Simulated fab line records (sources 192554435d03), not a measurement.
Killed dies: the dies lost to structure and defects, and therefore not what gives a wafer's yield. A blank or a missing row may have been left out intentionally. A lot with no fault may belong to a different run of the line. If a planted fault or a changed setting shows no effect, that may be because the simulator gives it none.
Which of the tools did it? ; flow n5Finfet ; 29 wafers from 10 lots sampled at 4 of the route's 1938 steps

## WHAT THE GAUGES SHOWED, per wafer
N5_MOL_CONTACT_COAG_INSPECT_42: inspects for defects (brightfield). Usual: 215 for rawDefectCount, sd 53.
lot;measured;on;rawDefectCount;flag
L714;day 5 23:19;defectInspect-01;189 213 167;
L715;day 6 01:25;defectInspect-02;187 290 306;
L720;day 7 13:49;defectInspect-02;194 136;
L722;day 7 21:48;defectInspect-02;175 146 162;
L727;day 9 03:01;defectInspect-02;329 1323 210;OFF
L728;day 9 11:14;defectInspect-02;198 199 152;
L731;day 10 02:25;defectInspect-02;1257 303 1283;OFF
L732;day 10 07:29;defectInspect-02;1253 1204 1233;OFF
L733;day 10 21:47;defectInspect-02;216 322 307;
L734;day 11 02:23;defectInspect-02;195 133 178;

## WHAT TOOL EACH LOT RAN ON (gives the tool, then ch and the chambers of the sampled wafers, and finally the start)
lot;N5_MOL_CONTACT_COAG_ALD_131;N5_MOL_CONTACT_COAG_ETCH_91;N5_MOL_CONTACT_COAG_STRIP_119
L714;aldSin-03 ch 0,2,3, day 5 22:14;rieDiel-04 ch 0,1, day 5 22:26;plasmaAsher-02 ch 0,1, day 5 22:45
L715;aldSin-03 ch 0,1,3, day 6 00:20;rieDiel-01 ch 0,1,3, day 6 00:33;plasmaAsher-01 ch 0,1, day 6 00:52
L720;aldSin-04 ch 0,3, day 7 12:22;rieDiel-05 ch 0,1, day 7 12:50;plasmaAsher-01 ch 0,1, day 7 13:08
L722;aldSin-02 ch 0,1,3, day 7 20:38;rieDiel-01 ch 0,1,3, day 7 20:51;plasmaAsher-02 ch 0,1, day 7 21:10
L727;aldSin-02 ch 0,1, day 9 01:56;rieDiel-04 ch 0,2,3, day 9 02:09;plasmaAsher-01 ch 0,1, day 9 02:28
L728;aldSin-04 ch 0,2, day 9 10:08;rieDiel-01 ch 1,3, day 9 10:23;plasmaAsher-02 ch 0,1, day 9 10:41
L731;aldSin-03 ch 0,1,2, day 10 01:05;rieDiel-04 ch 1,2,3, day 10 01:25;plasmaAsher-01 ch 0,1, day 10 01:46
L732;aldSin-03 ch 1,2, day 10 06:15;rieDiel-01 ch 0,3, day 10 06:28;plasmaAsher-01 ch 0, day 10 06:47
L733;aldSin-02 ch 1,2,3, day 10 20:41;rieDiel-04 ch 0,2,3, day 10 20:56;plasmaAsher-02 ch 0,1, day 10 21:14
L734;aldSin-04 ch 2,3, day 11 01:10;rieDiel-05 ch 0,1,2, day 11 01:23;plasmaAsher-02 ch 0,1, day 11 01:42
- N5_MOL_CONTACT_COAG_ALD_131: deposits SiO2, target thk 5 nm, pulse time 1 s, co reactant pulse time 1 s.
- N5_MOL_CONTACT_COAG_ETCH_91: etches SOC in N2/H2, target depth 60 nm, overetch 21 nm, time 101.2 s.
- N5_MOL_CONTACT_COAG_STRIP_119: strips in N2/H2, time 30 s.

## WHAT THE TOOLS THEMSELVES READ (means of the sampled wafers that have a number; where no wafer has one, the mark that the record gives instead)
N5_MOL_CONTACT_COAG_ALD_131. Usual: heaterPowerW 81 W, standard deviation 9; precursorPulseHeightRel 1.000, standard deviation 0.02; susceptorTempC 100.00 C, standard deviation 0.12.
lot;tool;heaterPowerW (W);precursorPulseHeightRel;susceptorTempC (C);flag
L714;aldSin-03;81;1.018;99.84;
L715;aldSin-03;78;0.986;99.98;
L720;aldSin-04;89;0.992;100.11;
L722;aldSin-02;78;0.982;99.90;
L727;aldSin-02;72;1.014;100.10;
L728;aldSin-04;79;1.014;100.06;
L731;aldSin-03;79;1.006;100.10;
L732;aldSin-03;83;1.035;99.99;
L733;aldSin-02;81;0.985;99.98;
L734;aldSin-04;89;0.988;100.07;

N5_MOL_CONTACT_COAG_ETCH_91. Usual: drypumpMotorCurrentA 5.6 A, standard deviation 0.41; oesProductAu 0.63 a.u., standard deviation 0.047; rfVppV 523.6 V, standard deviation 2.6; showerheadPlenumPTorr 2.53 Torr, standard deviation 0.095; throttleValvePct 17.82 %, standard deviation 0.21.
lot;tool;drypumpMotorCurrentA (A);oesProductAu (a.u.);rfVppV (V);showerheadPlenumPTorr (Torr);throttleValvePct (%);flag
L714;rieDiel-04;6.0;0.65;522.8;2.53;17.70;
L715;rieDiel-01;5.7;0.64;525.1;2.57;17.75;
L720;rieDiel-05;5.7;0.64;523.2;2.48;17.87;
L722;rieDiel-01;5.7;0.64;526.0;2.57;17.77;
L727;rieDiel-04;5.6;0.67;523.2;2.52;17.74;
L728;rieDiel-01;5.3;0.65;522.9;2.50;17.73;
L731;rieDiel-04;5.7;0.66;522.4;2.48;17.91;
L732;rieDiel-01;5.8;0.59;524.7;2.52;17.86;
L733;rieDiel-04;5.6;0.66;524.2;2.52;17.75;
L734;rieDiel-05;5.6;0.61;522.8;2.50;17.83;

N5_MOL_CONTACT_COAG_STRIP_119. Usual: drypumpMotorCurrentA 6.06 A, standard deviation 0.19; heaterPowerW 322 W, standard deviation 22.
lot;tool;drypumpMotorCurrentA (A);heaterPowerW (W);flag
L714;plasmaAsher-02;5.88;343;
L715;plasmaAsher-01;6.14;310;
L720;plasmaAsher-01;6.17;307;
L722;plasmaAsher-02;5.88;341;
L727;plasmaAsher-01;6.20;317;
L728;plasmaAsher-02;5.90;340;
L731;plasmaAsher-01;6.14;308;
L732;plasmaAsher-01;6.08;291;
L733;plasmaAsher-02;5.90;338;
L734;plasmaAsher-02;5.89;337;

## THE ANSWER, worked out from the rows above alone
Rule: a lot is off if the mean of its wafers that have a number lies more than 3 standard deviations from the usual mean. A lot without any number at a reading at which 4 lots or more have one is off too. Where the step has rows for the other lots, those lots are counted as sound. First the gauges in route order, then the tools' own readings, where a lot's mean is used as printed above. The first step at which some lot is off is used, and at that step the reading that is off furthest; a lot without a number counts as furthest.
Off at N5_MOL_CONTACT_COAG_INSPECT_42 (rawDefectCount): L727, L731, L732.
A tool fits if, at a process step before that reading, it ran every lot that is off, and no sound lot after the first of them. The gauges at N5_MOL_CONTACT_COAG_INSPECT_42 are tried like those tools. One fits: N5_MOL_CONTACT_COAG_STRIP_119 on plasmaAsher-01. Its last sound lot is L720 (day 7 13:08), its first lot that is off L727 (day 9 02:28): a fault that began between those two fits.

## WHAT WAS PUT IN BY THE SIMULATOR
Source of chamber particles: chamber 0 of plasmaAsher-01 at N5_MOL_CONTACT_COAG_STRIP_119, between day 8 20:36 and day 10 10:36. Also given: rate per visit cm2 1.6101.
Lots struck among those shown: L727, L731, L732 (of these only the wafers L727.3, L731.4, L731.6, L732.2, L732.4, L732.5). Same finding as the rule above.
